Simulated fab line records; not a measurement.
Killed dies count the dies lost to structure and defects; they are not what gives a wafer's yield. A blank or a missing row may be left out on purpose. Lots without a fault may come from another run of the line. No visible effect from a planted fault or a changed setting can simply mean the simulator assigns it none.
The tool behind it: which one? | flow nand-harc | 13 lots with 39 wafers sampled at 6 steps, on a route of 1159 steps

== WHAT THE GAUGES SHOWED, per wafer ==
NHARC_P_ZERO_WELL_CD_MEAS_52: the cd target is 2000 nm.
lot  | measured    | on        | cd-nm (nm)
L119 | day 1 17:53 | cd-sem-01 | 1996.3 2000.8 1998.6
L120 | day 1 23:46 | cd-sem-03 | 2003.5 1998.4 1994.5
L122 | day 2 11:35 | cd-sem-01 | 1998.7 1998.0 2000.9
L123 | day 2 17:45 | cd-sem-02 | 1851.1 1849.8 1854.4
L129 | day 4 05:41 | cd-sem-03 | 1999.7 1996.7 1996.6
L133 | day 5 07:04 | cd-sem-02 | 2005.2 1999.4 2000.5
L134 | day 5 11:40 | cd-sem-02 | 1999.3 1999.2 1998.9
L136 | day 5 23:46 | cd-sem-01 | 2004.3 1997.8 2001.6
L137 | day 6 06:05 | cd-sem-01 | 1998.2 2002.1 2002.2
L138 | day 6 11:46 | cd-sem-03 | 1997.5 1999.2 1999.2
L139 | day 6 17:34 | cd-sem-01 | 2004.3 1998.6 1996.3
L140 | day 6 23:52 | cd-sem-02 | 2001.2 1995.0 1996.6
L141 | day 7 05:29 | cd-sem-01 | 2002.8 2001.4 2000.6

NHARC_P_STI_OCD_MEAS_43.
lot  | measured    | on     | trench-depth-nm (nm) | trench-foot-cd-nm (nm)
L119 | day 2 14:40 | ocd-01 | 305 299 308          | 165 159 159
L120 | day 2 19:38 | ocd-02 | 286 307 295          | 166 162 161
L122 | day 3 03:45 | ocd-01 | 295 300 295          | 153 154 155
L123 | day 3 13:43 | ocd-02 | 300 293 301          | 156 157 158
L129 | day 4 21:55 | ocd-02 | 299 302 298          | 159 168 163
L133 | day 6 02:53 | ocd-02 | 311 297 307          | 160 159 158
L134 | day 6 03:02 | ocd-01 | 298 299 299          | 167 164 162
L136 | day 6 19:40 | ocd-02 | 298 295 301          | 160 158 154
L137 | day 7 00:37 | ocd-01 | 305 288 289          | 159 161 165
L138 | day 7 08:58 | ocd-01 | 311 288 298          | 161 163 157
L139 | day 7 08:49 | ocd-01 | 302 307 306          | 155 156 156
L140 | day 7 20:19 | ocd-02 | 302 300 298          | 163 157 157
L141 | day 7 20:28 | ocd-01 | 300 294 303          | 160 155 156

NHARC_END_SORT_01.
lot  | measured     | on        | killed-at-array | killed-at-other | killed-at-periphery | killed-dies | killed-open | killed-short
L123 | day 21 00:05 | prober-01 | 10 13           | 0 0             | 5 5                 | 15 18       | 5 4         | 0 1
L129 | day 21 16:42 | prober-01 | 32 28 39        | 0 0 0           | 4 5 5               | 36 33 44    | 3 4 1       | 0 2 0
L133 | day 24 01:56 | prober-01 | 31 42 42        | 1 1 0           | 0 1 3               | 32 44 45    | 1 3 8       | 0 0 1
L134 | day 24 10:32 | prober-01 | 36 28 34        | 1 0 2           | 2 1 3               | 39 29 39    | 5 2 1       | 3 5 4
L137 | day 24 18:20 | prober-01 | 7 11 12         | 0 1 1           | 3 6 5               | 10 18 18    | 3 1 2       | 0 3 2
L138 | day 25 02:13 | prober-02 | 21 24 29        | 0 1 0           | 5 3 3               | 26 28 32    | 1 3 4       | 1 1 1

== TOOL THAT RAN EACH LOT (tool first, then ch and the chambers of the sampled wafers, then the start) ==
lot  | NHARC_P_ZERO_WELL_EXPOSE_49      | NHARC_P_STI_ETCH_31                          | NHARC_P_STI_CMP_21
L119 | krf-scanner-01 ch 0, day 1 17:44 | rie-diel-11 ch 0,2,3, day 2 14:40 or earlier | cmp-01 ch 0,1,2, day 3 08:08
L120 | krf-scanner-03 ch 0, day 1 23:36 | rie-diel-05 ch 0,2,3, day 2 19:38 or earlier | cmp-01 ch 0,1,3, day 3 14:23
L122 | krf-scanner-04 ch 0, day 2 11:25 | rie-diel-11 ch 1,2, day 3 03:45 or earlier   | cmp-04 ch 1,3, day 4 00:41
L123 | krf-scanner-01 ch 0, day 2 17:35 | rie-diel-11 ch 0,1,2, day 3 13:43 or earlier | cmp-04 ch 0,1,2, day 4 09:21
L129 | krf-scanner-04 ch 0, day 4 05:32 | rie-diel-08 ch 0,1, day 4 21:55 or earlier   | cmp-04 ch 0,2, day 5 15:18
L133 | krf-scanner-04 ch 0, day 5 06:55 | rie-diel-11 ch 0,1,2, day 6 02:53 or earlier | cmp-04 ch 0,1,3, day 6 21:06
L134 | krf-scanner-04 ch 0, day 5 11:31 | rie-diel-08 ch 0,1,3, day 6 03:02 or earlier | cmp-01 ch 0,3, day 6 21:07
L136 | krf-scanner-04 ch 0, day 5 23:37 | rie-diel-11 ch 0,2, day 6 19:40 or earlier   | cmp-01 ch 1,3, day 7 16:09
L137 | krf-scanner-01 ch 0, day 6 05:56 | rie-diel-08 ch 0,2, day 7 00:37 or earlier   | cmp-04 ch 0,1,3, day 7 16:08
L138 | krf-scanner-01 ch 0, day 6 11:36 | rie-diel-08 ch 0,1,3, day 7 08:58 or earlier | cmp-04 ch 0,2,3, day 8 08:52
L139 | krf-scanner-01 ch 0, day 6 17:24 | rie-diel-05 ch 1,3, day 7 08:49 or earlier   | cmp-03 ch 1,2,3, day 8 08:53
L140 | krf-scanner-04 ch 0, day 6 23:43 | rie-diel-08 ch 1,2,3, day 7 20:19 or earlier | cmp-04 ch 0,1, day 8 20:05
L141 | krf-scanner-03 ch 0, day 7 05:19 | rie-diel-11 ch 0,1, day 7 20:28 or earlier   | cmp-03 ch 1,2, day 8 20:04
- NHARC_P_ZERO_WELL_EXPOSE_49: exposes mask P HVPW, target cd 2000 nm.
- NHARC_P_STI_ETCH_31: etches the open film in CF4/CHF3, target depth 108.9 nm, time 54.5 s.
- NHARC_P_STI_CMP_21: polishes, t overpolish 20 s, target thk 380.67 nm.

== AS READ BY THE TOOLS THEMSELVES (means over the sampled wafers that have a number; for cases with no such wafer, the mark the record gives instead) ==
NHARC_P_STI_ETCH_31.
lot  | tool        | drypump-motor-current-A (A) | oes-product-au (a.u.) | rf-vpp-V (V) | showerhead-plenum-p-Torr (Torr) | throttle-valve-pct (%)
L119 | rie-diel-11 | 5.6                         | 0.968                 | 370.2        | 1.56                            | 16.812
L120 | rie-diel-05 | 6.1                         | 0.966                 | 369.0        | 1.55                            | 16.810
L122 | rie-diel-11 | 5.6                         | 0.973                 | 368.9        | 1.54                            | 16.801
L123 | rie-diel-11 | 5.7                         | 0.973                 | 369.8        | 1.54                            | 16.808
L129 | rie-diel-08 | 6.4                         | 0.935                 | 373.2        | 1.64                            | 16.808
L133 | rie-diel-11 | 5.7                         | 0.950                 | 370.2        | 1.54                            | 16.790
L134 | rie-diel-08 | 6.0                         | 0.960                 | 370.9        | 1.60                            | 16.806
L136 | rie-diel-11 | 5.6                         | 0.981                 | 367.7        | 1.51                            | 16.792
L137 | rie-diel-08 | 5.9                         | 0.958                 | 372.1        | 1.62                            | 16.807
L138 | rie-diel-08 | 6.0                         | 0.967                 | 371.7        | 1.60                            | 16.803
L139 | rie-diel-05 | 6.4                         | 0.972                 | 373.4        | 1.64                            | 16.802
L140 | rie-diel-08 | 5.8                         | 0.973                 | 370.2        | 1.54                            | 16.803
L141 | rie-diel-11 | 5.8                         | 0.979                 | 370.4        | 1.58                            | 16.808

NHARC_P_STI_CMP_21.
lot  | tool   | motor-current-A (A) | overpolish-run-s (s) | slurry-filter-dp-kPa (kPa)
L119 | cmp-01 | 12.2                | 19.995               | 13.61
L120 | cmp-01 | 11.6                | 20.001               | 13.44
L122 | cmp-04 | 12.6                | 20.002               | 13.58
L123 | cmp-04 | 12.1                | 20.000               | 13.48
L129 | cmp-04 | 12.1                | 20.008               | 13.39
L133 | cmp-04 | 12.5                | 20.003               | 13.44
L134 | cmp-01 | 11.7                | 19.995               | 13.52
L136 | cmp-01 | 12.0                | 20.001               | 13.42
L137 | cmp-04 | 12.7                | 19.993               | 13.51
L138 | cmp-04 | 12.2                | 20.009               | 13.40
L139 | cmp-03 | 11.6                | 20.010               | 13.52
L140 | cmp-04 | 12.7                | 20.004               | 13.59
L141 | cmp-03 | 11.9                | 20.006               | 13.61

== THE ANSWER, worked out from the rows above alone ==
Rule: the lots themselves supply what counts as usual. Put in order of their means at a reading, lots are off if they are a third of the lots or fewer, leave a main group of 4 or more, and stand apart from it by a gap of 3 or more times the standard deviation of the main group's means; of several such gaps the widest counts. Not used: any main group whose means are identical at the precision the tables above print for the reading. Also off: a lot with no number at a reading for which 4 or more lots have one. Where the step has rows for the other lots, those lots are counted as sound. Order of review: gauges by route order, followed by the tools' own readings, for which a lot's mean as printed above is used. The first step at which some lot is off is used, and at that step the reading that is off furthest; a lot without a number counts as furthest.
Off: L123 (NHARC_P_ZERO_WELL_CD_MEAS_52, cd-nm). Mean 1999.6 nm and standard deviation 1.4 in the main group.
A tool fits if, at a process step before that reading, it ran every lot that is off, and no sound lot after the first of them. Not tried: the gauges at NHARC_P_ZERO_WELL_CD_MEAS_52; whatever is off there is also off at NHARC_END_SORT_01, on other tools, and gauge error can't account for it. Of those tried, none fits.

== WHAT WAS PUT IN BY THE SIMULATOR ==
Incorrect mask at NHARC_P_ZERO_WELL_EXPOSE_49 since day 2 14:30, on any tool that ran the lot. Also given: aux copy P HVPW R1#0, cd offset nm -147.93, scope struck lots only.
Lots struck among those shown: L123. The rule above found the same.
